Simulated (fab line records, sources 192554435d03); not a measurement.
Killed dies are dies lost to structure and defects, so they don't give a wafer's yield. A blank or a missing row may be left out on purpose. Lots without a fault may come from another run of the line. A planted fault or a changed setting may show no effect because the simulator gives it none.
fab line records | flow n5_finfet
record lots=10 wafers=30 last_day=17
route steps=1938 shown HKMG_FIN@456 BEOL_M4@1111
lots that met no fault: from a run of the same line without faults
start_h: hours from the record's first day to the start of the lot's first wafer shown | wait_h: hours since the lot's step before | " the same as in the row above | L1.1+2: a row that stands for several wafers | - no value, or no start given | * or withheld: withheld | < > ~ a bound
route shown NAME@n: a module of which the file shows steps, and the number in the route of the first | usual: mean/standard deviation of fault-free wafers | same: alike in all rows | chamber/n: place in a boat | sites: the reading at each site | _std_site: their standard deviation | _edge_site: outer sites' mean less inner sites' | radius_mm: how far each site lies from the wafer's centre | mask NAME#n: copy n | behind: the tool/chamber that last shaped the wafer | hold: why the lot was held/for how many hours/how that ended | device: the transistor (n, p or np) that didn't switch | end of line: the same wafers' tests at the end of the route | a step without rows: its recipe alone | killed: dies lost to structure and defects at the first sort, not the wafer's yield | map: a wafer's dies, x killed, . not, _ none there
set.NAME: the setting as run; set.NAME@STEP: as run at that earlier step | model.NAME: the simulator's own value behind a step, which no gauge read
steps of the route over a sample of lots; a table a step, a row a wafer
services: from which hour (start_h, from the record's first day; less than 0 if before it) a tool's chamber was out of use, for how many hours, and why
## steps
# step N5_HKMG_FIN_ALD_21
# recipe material=TiN target_thk_a=15 temp_c=400 ald_precursor_family=TiCl4 ald_co_reactant=NH3 pulse_time_s=1 purge_time_s=3 co_reactant_purge_time_s=2 co_reactant_pulse_time_s=2 ald_cycles=68 pressure_torr=3
# usual heater_power_w=931/94 precursor_pulse_height_rel=0.999/0.019 susceptor_temp_C=400.00/0.23
# columns lot.wafer tool chamber start_h wait_h heater_power_w precursor_pulse_height_rel susceptor_temp_C
L314.1 ald_metal-04 2 102.34 0.3 970 0.974 399.72
L314.3 " 1 " " 911 0.996 399.72
L314.6 " 1 " " 929 0.985 400.23
L317.2 ald_metal-01 0 119.60 0.3 981 1.022 400.20
L317.5 " 3 " " 1091 1.005 400.23
L317.6 " 2 " " 957 1.003 399.86
L319.1 ald_metal-04 3 135.40 0.3 729 1.026 399.70
L319.2 " 1 " " 906 0.984 400.56
L319.3 " 2 " " 976 0.993 399.91
L320.1 ald_metal-04 0 142.59 0.3 931 1.007 400.16
L320.5 " 2 " " 975 1.009 400.13
L320.6 " 3 " " 729 0.996 399.83
L321.3 ald_metal-04 1 145.72 0.1 913 1.017 400.02
L321.5 " 2 " " 990 1.012 399.75
L321.6 " 1 " " 913 1.025 400.03
L324.2 ald_metal-04 3 160.64 0.3 693 1.026 394.87
L324.3 " 2 " " 971 0.992 394.51
L324.5 " 0 " " 882 0.983 394.44
L325.2 ald_metal-04 2 169.37 0.3 1005 0.998 394.28
L325.4 " 0 " " 897 0.981 394.45
L325.6 " 3 " " 720 0.983 394.30
L331.2 ald_metal-01 3 207.01 0.3 1098 1.013 399.71
L331.3 " 2 " " 921 0.953 399.94
L331.4 " 0 " " 975 1.007 400.16
L332.2 ald_metal-01 1 209.91 0.3 896 1.014 399.78
L332.4 " 2 " " 924 0.986 399.93
L332.6 " 1 " " 898 0.980 399.70
L333.1 ald_metal-01 1 218.56 0.3 870 1.005 400.14
L333.2 " 3 " " 1116 1.021 400.20
L333.4 " 2 " " 947 1.018 400.37
# step N5_HKMG_FIN_CMP_23
# recipe stop_on=SiNx t_overpolish_s=10 post_cmp_clean=rinse_only down_force_psi=4 platen_rpm=50.289 pad_velocity_m_s=1.0006 target_thk_nm=46.326
# usual motor_current_A=11.9/1.3 overpolish_run_s=10.000/0.0096 time_to_endpoint_s=12.2/1.8
# columns lot.wafer tool chamber start_h wait_h motor_current_A overpolish_run_s time_to_endpoint_s
L314.1 cmp-01 1 102.95 0.1 11.2 9.991 11.5
L314.3 " 2 " " 13.6 10.007 12.0
L314.6 " 0 " " 11.9 10.015 12.7
L317.2 cmp-02 1 120.14 0.0 12.6 10.010 11.4
L317.6 " 1 " " 13.1 9.987 12.3
L317.5 " 2 " " 13.6 9.994 13.6
L319.2 cmp-03 1 135.95 0.0 10.2 10.020 11.4
L319.1 " 2 " " 10.3 9.984 10.8
L319.3 " 0 " " 11.1 9.996 10.3
L320.1 cmp-03 2 143.21 0.1 10.7 9.986 12.7
L320.6 " 1 " " 10.1 10.010 11.9
L320.5 " 2 " " 11.2 9.991 14.2
L321.3 cmp-01 0 146.33 0.1 12.3 10.023 10.3
L321.5 " 3 " " 13.0 9.987 9.7
L321.6 " 0 " " 11.9 9.983 10.4
L324.2 cmp-02 0 161.18 0.0 11.4 10.000 13.5
L324.3 " 3 " " 12.5 9.995 15.9
L324.5 " 1 " " 13.6 9.998 11.0
L325.2 cmp-03 3 169.91 0.0 11.1 10.013 9.8
L325.4 " 1 " " 10.1 9.990 10.6
L325.6 " 0 " " 11.3 10.000 9.9
L331.2 cmp-03 2 207.66 0.1 10.3 9.993 10.9
L331.3 " 3 " " 11.1 10.003 12.7
L331.4 " 0 " " 11.5 9.999 12.4
L332.4 cmp-03 2 210.44 0.0 10.6 9.983 12.6
L332.2 " 1 " " 10.4 10.006 15.3
L332.6 " 3 " " 11.3 10.007 13.9
L333.1 cmp-01 3 219.09 0.0 13.6 10.003 10.9
L333.2 " 0 " " 12.6 9.999 14.8
L333.4 " 1 " " 12.2 9.985 13.8
# step N5_HKMG_FIN_CMP_94
# recipe stop_on=SiNx post_cmp_clean=w_dilute_nh4oh t_overpolish_s=4.7 down_force_psi=4 platen_rpm=50.289 pad_velocity_m_s=1.0006 target_thk_nm=43.299
# usual motor_current_A=11.8/1.2
# columns lot.wafer tool chamber start_h wait_h motor_current_A
L314.1 cmp-01 1 103.38 0.3 11.8
L314.3 " 2 " " 14.1
L314.6 " 0 " " 12.0
L317.2 cmp-02 1 120.62 0.4 13.0
L317.6 " 1 " " 12.2
L317.5 " 2 " " 13.2
L319.2 cmp-03 1 140.48 4.5 10.8
L319.1 " 2 " " 11.0
L319.3 " 0 " " 11.2
L320.1 cmp-03 2 143.64 0.3 10.8
L320.6 " 1 " " 9.8
L320.5 " 2 " " 10.7
L321.3 cmp-01 0 146.76 0.3 12.4
L321.5 " 3 " " 13.0
L321.6 " 0 " " 12.4
L324.2 cmp-02 0 161.66 0.4 10.8
L324.3 " 3 " " 11.6
L324.5 " 1 " " 12.2
L325.2 cmp-03 3 170.39 0.4 10.5
L325.4 " 1 " " 9.9
L325.6 " 0 " " 11.7
L331.2 cmp-03 2 208.09 0.3 10.9
L331.3 " 3 " " 10.5
L331.4 " 0 " " 11.6
L332.4 cmp-03 2 210.92 0.4 10.1
L332.2 " 1 " " 10.3
L332.6 " 3 " " 10.5
L333.1 cmp-01 3 219.61 0.4 13.0
L333.2 " 0 " " 12.6
L333.4 " 1 " " 11.7
# step N5_HKMG_FIN_INSPECT_28
# recipe inspect_instrument=darkfield mode=post_cmp
# usual raw_defect_count=36/15
# columns lot.wafer tool chamber start_h wait_h raw_defect_count
L314.1 defect_inspect-01 - 103.58 0.0 41
L314.3 " - " " 33
L314.6 " - " " 42
L317.2 defect_inspect-02 - 120.85 0.0 40
L317.5 " - " " 33
L317.6 " - " " 53
L319.1 defect_inspect-01 - 140.71 0.0 21
L319.2 " - " " 38
L319.3 " - " " 33
L320.1 defect_inspect-02 - 143.84 0.0 38
L320.5 " - " " 115
L320.6 " - " " 52
L321.3 defect_inspect-02 - 146.96 0.0 25
L321.5 " - " " 60
L321.6 " - " " 46
L324.2 defect_inspect-02 - 161.89 0.0 25
L324.3 " - " " 51
L324.5 " - " " 45
L325.2 defect_inspect-02 - 170.63 0.0 21
L325.4 " - " " 45
L325.6 " - " " 29
L331.2 defect_inspect-01 - 208.29 0.0 36
L331.3 " - " " 54
L331.4 " - " " 63
L332.2 defect_inspect-02 - 211.15 0.0 35
L332.4 " - " " 20
L332.6 " - " " 21
L333.1 defect_inspect-02 - 219.85 0.0 13
L333.2 " - " " 17
L333.4 " - " " 23
# step N5_BEOL_M4_RC_MEAS_101
# usual DIBL_N=35.7/1.3 DIBL_P=36.0/1.6 IOFF_N=0.154/0.025 IOFF_P=0.21/0.034 ION_N=675/9.7 ION_P=465/7.4 SS_N=71.3/0.55 SS_P=73.1/0.52 VT_N=250/3 VT_P=-249/3.6
# columns lot.wafer tool chamber start_h wait_h DIBL_N[mV/V] DIBL_P[mV/V] IOFF_N[nA/um] IOFF_P[nA/um] ION_N[uA/um] ION_P[uA/um] SS_N[mV/dec] SS_P[mV/dec] VT_N[mV] VT_P[mV]
L314.1 prober-02 0 182.81 0.0 35.0 35.1 0.139 0.21 682 471 71.7 72.5 250 -248
L314.3 " 0 " " 37.3 38.5 0.175 0.26 674 465 72.3 74.1 250 -245
L314.6 " 0 " " 36.0 36.1 0.154 0.22 671 460 72.0 72.7 251 -248
L317.2 prober-01 0 214.44 0.2 34.2 34.8 0.125 0.21 667 469 71.0 72.6 251 -248
L317.5 " 0 " " 35.7 36.5 0.151 0.23 676 465 71.8 73.2 251 -247
L317.6 " 0 " " 34.2 35.4 0.129 0.21 662 465 71.3 72.9 254 -247
L319.1 prober-02 0 218.12 0.0 35.9 36.1 0.152 0.19 666 458 71.8 74.0 250 -253
L319.2 " 0 " " 34.7 35.1 0.137 0.18 676 467 71.7 73.5 250 -253
L319.3 " 0 " " 34.6 34.3 0.133 0.17 672 457 71.9 73.0 252 -257
L320.1 prober-01 0 230.64 0.0 34.9 35.9 0.144 0.19 673 467 70.7 72.8 250 -250
L320.5 " 0 " " 36.1 37.8 0.166 0.22 676 463 71.9 73.1 250 -248
L320.6 " 0 " " 35.3 36.1 0.151 0.20 668 462 71.2 73.0 250 -247
L321.3 prober-02 0 238.93 0.3 35.9 37.3 0.176 0.24 674 465 72.0 73.6 244 -248
L321.5 " 0 " " 34.9 35.9 0.155 0.21 676 472 71.5 73.7 248 -252
L321.6 " 0 " " 35.0 35.3 0.148 0.20 672 462 72.2 73.0 250 -246
L324.2 prober-02 0 242.71 0.2 37.6 37.7 0.174 0.25 689 475 71.1 72.6 246 -246
L324.3 " 0 " " 37.9 37.9 0.182 0.23 676 463 71.7 73.7 247 -249
L324.5 " 0 " " 38.0 38.6 0.188 0.26 684 474 72.4 73.0 247 -246
L325.2 prober-02 0 270.21 0.2 33.4 33.0 0.112 0.17 668 469 70.9 73.2 256 -252
L325.4 " 0 " " 34.0 33.0 0.117 0.16 665 460 70.6 72.9 253 -253
L325.6 " 0 " " 34.2 33.6 0.121 0.17 664 456 70.5 73.1 253 -255
L333.1 prober-02 0 302.38 0.0 36.9 35.3 0.160 0.20 671 459 71.9 72.7 249 -252
L333.2 " 0 " " 36.3 35.5 0.151 0.19 673 467 71.9 72.9 249 -252
L333.4 " 0 " " 37.2 36.2 0.168 0.21 680 459 71.7 73.7 249 -251
L332.2 prober-01 0 304.26 0.2 35.1 33.1 0.124 0.19 674 470 70.4 71.9 252 -249
L332.4 " 0 " " 36.5 34.6 0.139 0.22 666 469 71.8 71.9 251 -246
L332.6 " 0 " " 37.9 36.6 0.169 0.24 680 476 71.0 73.1 245 -246
L331.2 prober-02 0 306.31 0.2 35.3 33.8 0.121 0.15 671 453 70.8 72.5 254 -256
L331.3 " 0 " " 39.4 39.1 0.195 0.21 680 454 71.6 73.3 249 -251
L331.4 " 0 " " 35.3 34.4 0.121 0.14 668 449 70.8 72.3 254 -262
## services
# columns tool chamber start_h hours kind
cmp-02 - 82.22 6.0 pm
cmp-02 - 101.90 4.8 repair
cmp-01 - 107.04 6.7 repair
cmp-02 - 107.72 0.6 repair
cmp-03 - 110.96 4.4 repair
cmp-01 - 140.52 4.0 pm
cmp-01 - 144.52 - consumable_replace:conditioner
cmp-01 - 144.52 - consumable_replace:pad
ald_metal-01 1 146.35 26.8 repair
cmp-03 - 159.50 0.4 repair
cmp-01 - 164.75 2.4 repair
cmp-01 - 174.15 0.4 repair
cmp-03 - 181.27 4.8 repair
## key
first_sign step=N5_HKMG_FIN_ALD_21 reading=susceptor_temp_C direction=down sigmas=24 usual=* struck=*
effect none on later readings
met_at N5_HKMG_FIN_ALD_21
struck_lots L324,L325
not_acting_at N5_HKMG_FIN_CMP_23,N5_HKMG_FIN_CMP_94,N5_HKMG_FIN_INSPECT_28
onset_between 145.72 160.64
fault kind=process_parameter_drift tool=ald_metal-04 chamber=- onset_h=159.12 steps=N5_HKMG_FIN_ALD_21 channel=temp_c offset=* shape=step end_h=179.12 acts_in=* stated=*
